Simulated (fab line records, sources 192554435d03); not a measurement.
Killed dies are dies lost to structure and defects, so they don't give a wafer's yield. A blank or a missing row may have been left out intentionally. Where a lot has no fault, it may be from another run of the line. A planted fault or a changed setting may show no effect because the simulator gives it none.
A lot that was struck, set against a sound lot    flow n5 finfet    39 out of 1938 route steps
Sound: wafers L557.2, L557.5, L557.6. Struck: wafer L561.1 (L561.4, L561.6, from the same lot, were not struck and are left out); the cause is given at the end.
Order at every step that has rows: each side's tool, ch and its chambers, its first start. Under that, the readings that differ: sound wafers    struck wafers    difference of the means    sigmas: that difference in standard deviations of wafers without a fault.
alike: same words and numbers on both sides, and readings whose means sit less than 2 such deviations apart. not compared: any withheld reading, any reading some wafer has no value for, any bound like >300 that may hide the same value, and any number with overlapping values for which the record gives no deviation.
The two part at a step that has a row with sigmas, a row that says differs or no value, or rows on one side only. Numbers that don't overlap but have no deviation are shown without sigmas and don't part them. A reading that every wafer of one side lacks parts them only if that side has two wafers or more.

first, 10 steps without rows for these wafers: N5_FIN_CUT_STRIP_22 (strips in N2/H2); N5_FIN_CUT_PRECLEAN_36 (cleans in O3/DIW, time 60 s); N5_FIN_CUT_SRD_32 (time 30 s); N5_FIN_CUT_UV_OZONE_34 (time 120 s); N5_STI_FIN_REVEAL_ALD_00 (deposits SiO2, target thk 1 nm, pulse time 1 s); N5_STI_FIN_REVEAL_ALD_14 (deposits Si3N4, target thk 3 nm); N5_STI_FIN_REVEAL_FCVD_FILL_01 (material SiO2 flowable, target thk 312 nm, time 512.2 s); N5_STI_FIN_REVEAL_DENSIFY_02 (time 1800 s); N5_STI_FIN_REVEAL_CMP_04 (polishes, stops on Si3N4, t overpolish 4 s, target thk 131.83 nm); N5_STI_FIN_REVEAL_DENSIFY_30.
N5_STI_FIN_REVEAL_ETCHBACK_08: etches SiO2 in C4F6/O2, target depth 30.5 nm, time 10.167 s.
  sound on rie diel-01 ch 0,1,3, day 4 21:53; struck on rie diel-01 ch 2, day 5 23:54
reading       sound        struck  difference  sigmas
rf vpp V (V)  681 660 645  637     -25         -2
  alike: drypump motor current A, oes_f_703_au, oes product au, showerhead plenum p Torr, throttle valve pct
  not compared: rf hours counter h
then, 16 steps without rows for these wafers: N5_STI_FIN_REVEAL_STRIP_24 (strips in N2/H2, time 90 s); N5_STI_FIN_REVEAL_PRECLEAN_25 (cleans in SPM, time 90 s); N5_STI_FIN_REVEAL_PRECLEAN_26 (cleans in SC1, time 45 s); N5_STI_FIN_REVEAL_PRECLEAN_29 (cleans in DHF, time 30 s); N5_STI_FIN_REVEAL_SRD_12 (time 30 s); N5_STI_FIN_REVEAL_RECESS_09 (chemistry HF/NH3, target SiO2, afs cycles 11, target depth 42.5 nm, sublimation time 60 s); N5_STI_FIN_REVEAL_STRIP_16 (strips SiNx in H3PO4, target depth 23.8 nm); N5_STI_FIN_REVEAL_PRECLEAN_17 (cleans in NF3:NH3, afs cycles 1, time 20 s, sublimation time 60 s); N5_STI_FIN_REVEAL_ETCH_34 (etches Si in H2, material Si, target depth 0.97 nm); N5_STI_FIN_REVEAL_OXIDATION_31 (chemistry O2 PLASMA REMOTE, time 20 s); N5_STI_FIN_REVEAL_PRECLEAN_32 (cleans in NF3:NH3, afs cycles 1, time 20 s, sublimation time 60 s); N5_STI_FIN_REVEAL_STRIP_35 (strips Si3N4 in H3PO4, target depth 4 nm, time 39 s); N5_STI_FIN_REVEAL_SRD_21 (time 30 s); N5_STI_FIN_REVEAL_OXIDATION_33 (chemistry O2 PLASMA REMOTE, time 20 s); N5_STI_FIN_REVEAL_CLEAN_19 (cleans in O3/DIW, time 120 s); N5_STI_FIN_REVEAL_SRD_23 (time 30 s).
N5_STI_FIN_REVEAL_FIN_H_MEAS_10:
  sound on ocd-02, day 5 00:52; struck on ocd-01, day 6 03:35
reading               sound           struck  difference  sigmas
trench depth nm (nm)  52.0 52.6 51.3  44.5    -7.5        -8
then, 9 steps without rows for these wafers: N5_STI_FIN_REVEAL_PRECLEAN_18 (cleans in SC2, time 45 s); N5_STI_FIN_REVEAL_SRD_28 (time 30 s); N5_DUMMY_GATE_PRECLEAN_00 (cleans in O3/DIW, time 60 s); N5_DUMMY_GATE_SRD_01 (time 30 s); N5_DUMMY_GATE_ALD_02 (deposits SiO2, target thk 2 nm, pulse time 1 s); N5_DUMMY_GATE_CVD_03 (deposits a-Si from SiH4, target thk 150 nm, time 8042 s); N5_DUMMY_GATE_PRECLEAN_46 (cleans in DIW, time 89.5 s); N5_DUMMY_GATE_SRD_47 (dry time 32 s); N5_DUMMY_GATE_CMP_04 (polishes a-Si).
-- the record jumps here: 5 days lie between the struck wafers' starts before and after (it left off in module DUMMY_GATE and takes up again in module BEOL_M4, whose first step shown is number 1111 of the route) --
N5_BEOL_M4_RC_MEAS_101:
  sound on prober-01 ch 0, day 10 15:29; struck on prober-01 ch 0, day 11 15:22
reading             sound              struck  difference  sigmas
DIBL_N (mV/V)       37.8 36.2 36.7     64.1    +27.2       +13
DIBL_P (mV/V)       36.2 34.3 34.1     55.1    +20.2       +8
IOFF_N (nA/um)      0.17 0.14 0.15     3.63    +3.48       +94
IOFF_N_85C (nA/um)  3.3 2.8 3.0        43.2    +40.2       +66
IOFF_N_LIN (nA/um)  0.078 0.069 0.073  0.143   +0.070      +5
IOFF_P (nA/um)      0.22 0.20 0.20     3.31    +3.10       +84
IOFF_P_85C (nA/um)  3.8 3.6 3.5        36.8    +33.2       +60
IOFF_P_LIN (nA/um)  0.104 0.099 0.098  0.209   +0.109      +8
ION_N (uA/um)       672 684 675        590     -87         -5
ION_P (uA/um)       460 466 460        406     -56         -6
REXT_N (ohm.um)     75.0 74.3 74.0     81.3    +6.9        +4
SS_N (mV/dec)       71.9 71.4 71.2     111.0   +39.5       +53
SS_P (mV/dec)       73.0 72.4 72.7     102.7   +30.0       +39
  alike: VT_N, VT_P
-- record jumps: 5 days separate the struck wafers' starts on either side; left off in module BEOL_M4, taken up again in module PASSIVATION, whose first shown step is the route's number 1936 --
N5_PASSIVATION_PROBE_49:
  sound on prober-01, day 15 07:03; struck on prober-02, day 16 07:43
reading                 sound           struck  difference  sigmas
killed at contacts      17 24 13        6       -12         -2
sort_bin_4_leakage (%)  0 0 0           87.88   +87.88      +99 or more
sort n pass             1039 1044 1051  0       -1045       -50
sort yield pct (%)      88.1 88.5 89.1  0       -89         -49
  alike: defect limited yield, killed_at_M0_to_M3, killed_at_M4_up, killed at front end, killed at other, killed dies, killed open, killed short, sort_bin_5_function, sort_bin_6_memory, sort_bin_8_speed

== WHERE THEY PART ==
First at N5_STI_FIN_REVEAL_ETCHBACK_08; last, within this record, at N5_PASSIVATION_PROBE_49.

WHY: what the simulator had put in
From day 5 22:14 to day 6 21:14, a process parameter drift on rie diel-01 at N5_STI_FIN_REVEAL_ETCHBACK_08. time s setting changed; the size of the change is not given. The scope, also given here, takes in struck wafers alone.
